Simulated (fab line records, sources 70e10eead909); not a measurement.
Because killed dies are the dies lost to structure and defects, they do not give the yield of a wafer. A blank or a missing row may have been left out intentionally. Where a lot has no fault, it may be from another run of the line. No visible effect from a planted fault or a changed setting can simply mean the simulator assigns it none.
Which tool did it? || flow nand-harc || 12 lots with 36 wafers sampled at 5 steps, on a route of 1302 steps

== WHAT THE GAUGES READ, wafer by wafer ==
NHARC_END_SORT_01.
{"lot": "L305", "measured": "day 25 02:49", "on": "prober-01", "killed-at-array": "69 57 56", "killed-at-other": "2 1 2", "killed-at-periphery": "4 2 0", "killed-dies": "75 60 58", "killed-open": "1 4 5", "killed-short": "3 0 3"}
{"lot": "L317", "measured": "day 30 06:29", "on": "prober-01", "killed-at-array": "41 38 43", "killed-at-other": "0 0 0", "killed-at-periphery": "3 4 4", "killed-dies": "44 42 47", "killed-open": "5 2 6", "killed-short": "7 2 2"}
{"lot": "L320", "measured": "day 30 23:29", "on": "prober-02", "killed-at-array": "45 40 49", "killed-at-other": "0 0 1", "killed-at-periphery": "5 4 6", "killed-dies": "50 44 56", "killed-open": "3 3 3", "killed-short": "1 5 2"}

== TOOL THAT RAN EACH LOT (tool first, then ch and the chambers of the sampled wafers, then the start) ==
{"lot": "L304", "NHARC_A_CHANNEL_HOLE_D1_ETCH_33": "har-etch-01 ch 0,1, day 8 19:44", "NHARC_A_CHANNEL_FILL_D1_ALD_02": "ald-hk-04 ch 2,3, day 8 22:36", "NHARC_A_CHANNEL_FILL_D1_ALD_15": "ald-sin-batch-01 ch 0, day 9 08:46", "NHARC_A_CHANNEL_FILL_D1_ETCHBACK_20": "rie-diel-08 ch 0,1,3, day 10 00:50"}
{"lot": "L305", "NHARC_A_CHANNEL_HOLE_D1_ETCH_33": "har-etch-01 ch 0,1, day 9 09:13", "NHARC_A_CHANNEL_FILL_D1_ALD_02": "ald-hk-02 ch 1,2,3, day 9 13:11", "NHARC_A_CHANNEL_FILL_D1_ALD_15": "ald-sin-batch-03 ch 0, day 10 13:10 or earlier", "NHARC_A_CHANNEL_FILL_D1_ETCHBACK_20": "rie-diel-01 ch 0,3, day 10 13:10"}
{"lot": "L311", "NHARC_A_CHANNEL_HOLE_D1_ETCH_33": "har-etch-01 ch 0,1, day 11 17:02", "NHARC_A_CHANNEL_FILL_D1_ALD_02": "ald-hk-02 ch 0,1,3, day 11 19:08", "NHARC_A_CHANNEL_FILL_D1_ALD_15": "ald-sin-batch-01 ch 0, day 12 17:14 or earlier", "NHARC_A_CHANNEL_FILL_D1_ETCHBACK_20": "rie-diel-08 ch 1,2, day 12 17:14"}
{"lot": "L317", "NHARC_A_CHANNEL_HOLE_D1_ETCH_33": "har-etch-02 ch 1, day 14 06:43", "NHARC_A_CHANNEL_FILL_D1_ALD_02": "ald-hk-04 ch 0,1,2, day 14 08:49", "NHARC_A_CHANNEL_FILL_D1_ALD_15": "ald-sin-batch-02 ch 0, day 15 09:28 or earlier", "NHARC_A_CHANNEL_FILL_D1_ETCHBACK_20": "rie-diel-01 ch 0,2,3, day 15 09:28"}
{"lot": "L318", "NHARC_A_CHANNEL_HOLE_D1_ETCH_33": "har-etch-01 ch 0,1, day 15 03:25", "NHARC_A_CHANNEL_FILL_D1_ALD_02": "ald-hk-03 ch 0,2, day 15 05:28", "NHARC_A_CHANNEL_FILL_D1_ALD_15": "ald-sin-batch-01 ch 0, day 16 05:46 or earlier", "NHARC_A_CHANNEL_FILL_D1_ETCHBACK_20": "rie-diel-01 ch 1,2, day 16 05:46"}
{"lot": "L319", "NHARC_A_CHANNEL_HOLE_D1_ETCH_33": "har-etch-02 ch 0,1, day 15 03:50", "NHARC_A_CHANNEL_FILL_D1_ALD_02": "ald-hk-02 ch 0,1, day 15 05:52", "NHARC_A_CHANNEL_FILL_D1_ALD_15": "ald-sin-batch-01 ch 0, day 16 05:46 or earlier", "NHARC_A_CHANNEL_FILL_D1_ETCHBACK_20": "rie-diel-05 ch 0,1, day 16 05:46"}
{"lot": "L321", "NHARC_A_CHANNEL_HOLE_D1_ETCH_33": "har-etch-02 ch 0,1, day 15 14:35", "NHARC_A_CHANNEL_FILL_D1_ALD_02": "ald-hk-03 ch 0,2,3, day 15 16:37", "NHARC_A_CHANNEL_FILL_D1_ALD_15": "ald-sin-batch-02 ch 0, day 16 16:47 or earlier", "NHARC_A_CHANNEL_FILL_D1_ETCHBACK_20": "rie-diel-01 ch 0,1,2, day 16 16:47"}
{"lot": "L320", "NHARC_A_CHANNEL_HOLE_D1_ETCH_33": "har-etch-01 ch 1, day 15 15:29", "NHARC_A_CHANNEL_FILL_D1_ALD_02": "ald-hk-03 ch 0,3, day 15 17:23", "NHARC_A_CHANNEL_FILL_D1_ALD_15": "ald-sin-batch-02 ch 0, day 16 16:48 or earlier", "NHARC_A_CHANNEL_FILL_D1_ETCHBACK_20": "rie-diel-05 ch 0,1,2, day 16 16:48"}
{"lot": "L323", "NHARC_A_CHANNEL_HOLE_D1_ETCH_33": "har-etch-02 ch 0,1, day 16 11:20", "NHARC_A_CHANNEL_FILL_D1_ALD_02": "ald-hk-04 ch 1,2,3, day 16 13:22", "NHARC_A_CHANNEL_FILL_D1_ALD_15": "ald-sin-batch-02 ch 0, day 17 17:18 or earlier", "NHARC_A_CHANNEL_FILL_D1_ETCHBACK_20": "rie-diel-01 ch 0,1,3, day 17 17:18"}
{"lot": "L325", "NHARC_A_CHANNEL_HOLE_D1_ETCH_33": "har-etch-02 ch 0,1, day 17 22:24", "NHARC_A_CHANNEL_FILL_D1_ALD_02": "ald-hk-04 ch 0,3, day 18 00:14", "NHARC_A_CHANNEL_FILL_D1_ALD_15": "ald-sin-batch-03 ch 0, day 19 00:25 or earlier", "NHARC_A_CHANNEL_FILL_D1_ETCHBACK_20": "rie-diel-08 ch 0,1,3, day 19 00:25"}
{"lot": "L326", "NHARC_A_CHANNEL_HOLE_D1_ETCH_33": "har-etch-02 ch 0, day 18 02:29", "NHARC_A_CHANNEL_FILL_D1_ALD_02": "ald-hk-02 ch 0,1,3, day 18 04:40", "NHARC_A_CHANNEL_FILL_D1_ALD_15": "ald-sin-batch-01 ch 0, day 19 04:55 or earlier", "NHARC_A_CHANNEL_FILL_D1_ETCHBACK_20": "rie-diel-01 ch 0,3, day 19 04:55"}
{"lot": "L327", "NHARC_A_CHANNEL_HOLE_D1_ETCH_33": "har-etch-01 ch 0,1, day 18 06:23", "NHARC_A_CHANNEL_FILL_D1_ALD_02": "ald-hk-02 ch 0,3, day 18 08:14", "NHARC_A_CHANNEL_FILL_D1_ALD_15": "ald-sin-batch-02 ch 0, day 19 08:17 or earlier", "NHARC_A_CHANNEL_FILL_D1_ETCHBACK_20": "rie-diel-08 ch 2,3, day 19 08:17"}
- NHARC_A_CHANNEL_HOLE_D1_ETCH_33: etches the open film in C4F8/O2/Ar, time 90 s, target depth 400 nm.
- NHARC_A_CHANNEL_FILL_D1_ALD_02: deposits SiO2, target thk 6 nm, pulse time 10 s, ald cycles 60.
- NHARC_A_CHANNEL_FILL_D1_ALD_15: deposits SiNx, target thk 2 nm, pulse time 60 s, ald cycles 19.
- NHARC_A_CHANNEL_FILL_D1_ETCHBACK_20: etches the open film in C4F8/O2/Ar, target depth 27 nm, time 13.5 s.

== WHAT THE TOOLS THEMSELVES READ (means of the sampled wafers that have a number; where no wafer has one, the mark that the record gives instead) ==
NHARC_A_CHANNEL_HOLE_D1_ETCH_33.
{"lot": "L304", "tool": "har-etch-01", "drypump-motor-current-A (A)": 6.3, "showerhead-plenum-p-Torr (Torr)": 3.77, "throttle-valve-pct (%)": 27.622}
{"lot": "L305", "tool": "har-etch-01", "drypump-motor-current-A (A)": 6.3, "showerhead-plenum-p-Torr (Torr)": 3.77, "throttle-valve-pct (%)": 27.615}
{"lot": "L311", "tool": "har-etch-01", "drypump-motor-current-A (A)": 6.2, "showerhead-plenum-p-Torr (Torr)": 3.75, "throttle-valve-pct (%)": 27.626}
{"lot": "L317", "tool": "har-etch-02", "drypump-motor-current-A (A)": 6.1, "showerhead-plenum-p-Torr (Torr)": 3.61, "throttle-valve-pct (%)": 27.619}
{"lot": "L318", "tool": "har-etch-01", "drypump-motor-current-A (A)": 6.2, "showerhead-plenum-p-Torr (Torr)": 3.73, "throttle-valve-pct (%)": 27.617}
{"lot": "L319", "tool": "har-etch-02", "drypump-motor-current-A (A)": 5.4, "showerhead-plenum-p-Torr (Torr)": 3.61, "throttle-valve-pct (%)": 27.616}
{"lot": "L321", "tool": "har-etch-02", "drypump-motor-current-A (A)": 5.8, "showerhead-plenum-p-Torr (Torr)": 3.60, "throttle-valve-pct (%)": 27.621}
{"lot": "L320", "tool": "har-etch-01", "drypump-motor-current-A (A)": 6.1, "showerhead-plenum-p-Torr (Torr)": 3.72, "throttle-valve-pct (%)": 27.619}
{"lot": "L323", "tool": "har-etch-02", "drypump-motor-current-A (A)": 5.4, "showerhead-plenum-p-Torr (Torr)": 3.60, "throttle-valve-pct (%)": 27.627}
{"lot": "L325", "tool": "har-etch-02", "drypump-motor-current-A (A)": 5.8, "showerhead-plenum-p-Torr (Torr)": 3.97, "throttle-valve-pct (%)": 27.622}
{"lot": "L326", "tool": "har-etch-02", "drypump-motor-current-A (A)": 5.1, "showerhead-plenum-p-Torr (Torr)": 3.97, "throttle-valve-pct (%)": 27.621}
{"lot": "L327", "tool": "har-etch-01", "drypump-motor-current-A (A)": 6.2, "showerhead-plenum-p-Torr (Torr)": 3.70, "throttle-valve-pct (%)": 27.609}

NHARC_A_CHANNEL_FILL_D1_ALD_02.
{"lot": "L304", "tool": "ald-hk-04", "heater-power-w (W)": 416, "precursor-pulse-height-rel": 1.028, "susceptor-temp-C (C)": 300.22}
{"lot": "L305", "tool": "ald-hk-02", "heater-power-w (W)": 490, "precursor-pulse-height-rel": 0.990, "susceptor-temp-C (C)": 300.09}
{"lot": "L311", "tool": "ald-hk-02", "heater-power-w (W)": 464, "precursor-pulse-height-rel": 0.991, "susceptor-temp-C (C)": 296.50}
{"lot": "L317", "tool": "ald-hk-04", "heater-power-w (W)": 459, "precursor-pulse-height-rel": 0.998, "susceptor-temp-C (C)": 300.08}
{"lot": "L318", "tool": "ald-hk-03", "heater-power-w (W)": 479, "precursor-pulse-height-rel": 1.006, "susceptor-temp-C (C)": 300.08}
{"lot": "L319", "tool": "ald-hk-02", "heater-power-w (W)": 468, "precursor-pulse-height-rel": 1.007, "susceptor-temp-C (C)": 299.89}
{"lot": "L321", "tool": "ald-hk-03", "heater-power-w (W)": 477, "precursor-pulse-height-rel": 0.983, "susceptor-temp-C (C)": 300.07}
{"lot": "L320", "tool": "ald-hk-03", "heater-power-w (W)": 472, "precursor-pulse-height-rel": 1.009, "susceptor-temp-C (C)": 300.10}
{"lot": "L323", "tool": "ald-hk-04", "heater-power-w (W)": 430, "precursor-pulse-height-rel": 0.989, "susceptor-temp-C (C)": 300.12}
{"lot": "L325", "tool": "ald-hk-04", "heater-power-w (W)": 480, "precursor-pulse-height-rel": 1.016, "susceptor-temp-C (C)": 300.06}
{"lot": "L326", "tool": "ald-hk-02", "heater-power-w (W)": 489, "precursor-pulse-height-rel": 1.010, "susceptor-temp-C (C)": 300.07}
{"lot": "L327", "tool": "ald-hk-02", "heater-power-w (W)": 509, "precursor-pulse-height-rel": 1.004, "susceptor-temp-C (C)": 300.11}

NHARC_A_CHANNEL_FILL_D1_ALD_15.
{"lot": "L304", "tool": "ald-sin-batch-01", "precursor-pulse-height-rel": 1.016, "susceptor-temp-C (C)": 629.82}
{"lot": "L305", "tool": "ald-sin-batch-03", "precursor-pulse-height-rel": 1.014, "susceptor-temp-C (C)": 629.83}
{"lot": "L311", "tool": "ald-sin-batch-01", "precursor-pulse-height-rel": 1.006, "susceptor-temp-C (C)": "-"}
{"lot": "L317", "tool": "ald-sin-batch-02", "precursor-pulse-height-rel": 1.002, "susceptor-temp-C (C)": 629.84}
{"lot": "L318", "tool": "ald-sin-batch-01", "precursor-pulse-height-rel": 1.014, "susceptor-temp-C (C)": 630.00}
{"lot": "L319", "tool": "ald-sin-batch-01", "precursor-pulse-height-rel": 0.996, "susceptor-temp-C (C)": 629.87}
{"lot": "L321", "tool": "ald-sin-batch-02", "precursor-pulse-height-rel": 0.997, "susceptor-temp-C (C)": 629.85}
{"lot": "L320", "tool": "ald-sin-batch-02", "precursor-pulse-height-rel": 0.999, "susceptor-temp-C (C)": 630.12}
{"lot": "L323", "tool": "ald-sin-batch-02", "precursor-pulse-height-rel": 0.997, "susceptor-temp-C (C)": "-"}
{"lot": "L325", "tool": "ald-sin-batch-03", "precursor-pulse-height-rel": 1.019, "susceptor-temp-C (C)": "-"}
{"lot": "L326", "tool": "ald-sin-batch-01", "precursor-pulse-height-rel": 1.002, "susceptor-temp-C (C)": 630.33}
{"lot": "L327", "tool": "ald-sin-batch-02", "precursor-pulse-height-rel": 0.984, "susceptor-temp-C (C)": 630.14}

NHARC_A_CHANNEL_FILL_D1_ETCHBACK_20.
{"lot": "L304", "tool": "rie-diel-08", "oes-product-au (a.u.)": 1.01, "rf-vpp-V (V)": 979}
{"lot": "L305", "tool": "rie-diel-01", "oes-product-au (a.u.)": 1.01, "rf-vpp-V (V)": 984}
{"lot": "L311", "tool": "rie-diel-08", "oes-product-au (a.u.)": 1.00, "rf-vpp-V (V)": 981}
{"lot": "L317", "tool": "rie-diel-01", "oes-product-au (a.u.)": 1.00, "rf-vpp-V (V)": 981}
{"lot": "L318", "tool": "rie-diel-01", "oes-product-au (a.u.)": 1.01, "rf-vpp-V (V)": 975}
{"lot": "L319", "tool": "rie-diel-05", "oes-product-au (a.u.)": 0.93, "rf-vpp-V (V)": 984}
{"lot": "L321", "tool": "rie-diel-01", "oes-product-au (a.u.)": 0.93, "rf-vpp-V (V)": 982}
{"lot": "L320", "tool": "rie-diel-05", "oes-product-au (a.u.)": 0.94, "rf-vpp-V (V)": 984}
{"lot": "L323", "tool": "rie-diel-01", "oes-product-au (a.u.)": 1.00, "rf-vpp-V (V)": 984}
{"lot": "L325", "tool": "rie-diel-08", "oes-product-au (a.u.)": 0.99, "rf-vpp-V (V)": 978}
{"lot": "L326", "tool": "rie-diel-01", "oes-product-au (a.u.)": 1.00, "rf-vpp-V (V)": 985}
{"lot": "L327", "tool": "rie-diel-08", "oes-product-au (a.u.)": 0.99, "rf-vpp-V (V)": 971}

== THE ANSWER, worked out from the rows above alone ==
Rule: the usual values come from the lots themselves. Put in order of their means at a reading, lots are off if they are a third of the lots or fewer, leave a main group of 4 or more, and stand apart from it by a gap of 3 or more times the standard deviation of the main group's means; of several such gaps the widest counts. The tables above print the reading to a certain number of digits; a main group whose means all agree to those digits is not used. Also off: a lot with no number at a reading for which 4 or more lots have one. Any other lot the step has rows for is counted as sound. The gauges are gone through in route order, then the tools' own readings, and for those a lot's mean is taken as printed above. At the first step where some lot is off, the reading lying furthest off is the one used; lots without a number count as furthest.
Off at NHARC_A_CHANNEL_FILL_D1_ALD_02 (susceptor-temp-C): L311. Main group: mean 300.08 C, sd 0.073.
A tool fits if, at that step or a process step before it, it ran every lot that is off, and no sound lot after the first of them. Of those tried, none fits.

== WHAT WAS PUT IN BY THE SIMULATOR ==
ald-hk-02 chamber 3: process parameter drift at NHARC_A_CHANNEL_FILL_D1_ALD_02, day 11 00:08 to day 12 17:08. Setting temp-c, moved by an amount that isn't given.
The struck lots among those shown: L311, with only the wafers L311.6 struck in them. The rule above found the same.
